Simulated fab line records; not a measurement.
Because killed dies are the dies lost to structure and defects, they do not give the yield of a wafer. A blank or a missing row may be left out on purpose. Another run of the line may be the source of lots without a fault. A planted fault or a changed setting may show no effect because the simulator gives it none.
Chamber matching | flow nand_harc | 4 sister chambers for NHARC_P_CONTACT_CMP_24 on cmp-04
The step polishes, t overpolish 30 s, target thk 200 nm. 8 wafers are shown with their chamber, then 8 later ones without.

## EACH WAFER AND ITS CHAMBER
wafer  | chamber | motor_current_A (A) | overpolish_run_s (s)
L266.6 | 1       | 12.4                | 30.015
L271.1 | 3       | 14.2                | 30.010
L271.2 | 1       | 12.2                | 30.018
L271.4 | 2       | 9.8                 | 29.993
L274.1 | 0       | 10.9                | 29.998
L274.2 | 3       | 14.2                | 30.014
L274.3 | 2       | 9.9                 | 29.993
L278.1 | 0       | 11.6                | 29.999

## WAFERS WHOSE CHAMBER IS MISSING
wafer  | motor_current_A (A) | overpolish_run_s (s)
L278.5 | 14.0                | 30.006
L278.6 | 10.9                | 29.990
L281.4 | 9.6                 | 30.006
L281.5 | 9.9                 | 30.009
L281.6 | 14.8                | 29.999
L282.2 | 11.6                | 29.987
L282.4 | 12.5                | 29.999
L282.5 | 10.4                | 29.994

## CHAMBER TAKEN BY EACH
wafer  | from the rows above     | in truth
L278.5 | 3                       | 3
L278.6 | can't be placed: 2 or 0 | 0
L281.4 | can't be placed: 2 or 0 | 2
L281.5 | can't be placed: 0 or 2 | 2
L281.6 | 3                       | 3
L282.2 | can't be placed: 0 or 2 | 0
L282.4 | 0                       | 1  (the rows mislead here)
L282.5 | can't be placed: 2 or 0 | 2
2 of 8 placed correctly. Can't be placed from these rows: 5 (the true chamber is among the candidates in 5). Placed wrongly: 1.
How it was worked out, from the rows above alone: a wafer's distance from a chamber is the root of the sum, over the readings, of the square of ((its reading less the chamber's mean) divided by the reading's scatter). The wafer belongs to the nearest chamber; if the next one is less than 2 further off, it can't be placed. Each chamber's mean is taken over the wafers shown for it. The scatter is the square root of a quotient: the sum, over the shown wafers, of each reading's squared deviation from its chamber's mean, divided by wafers minus chambers.
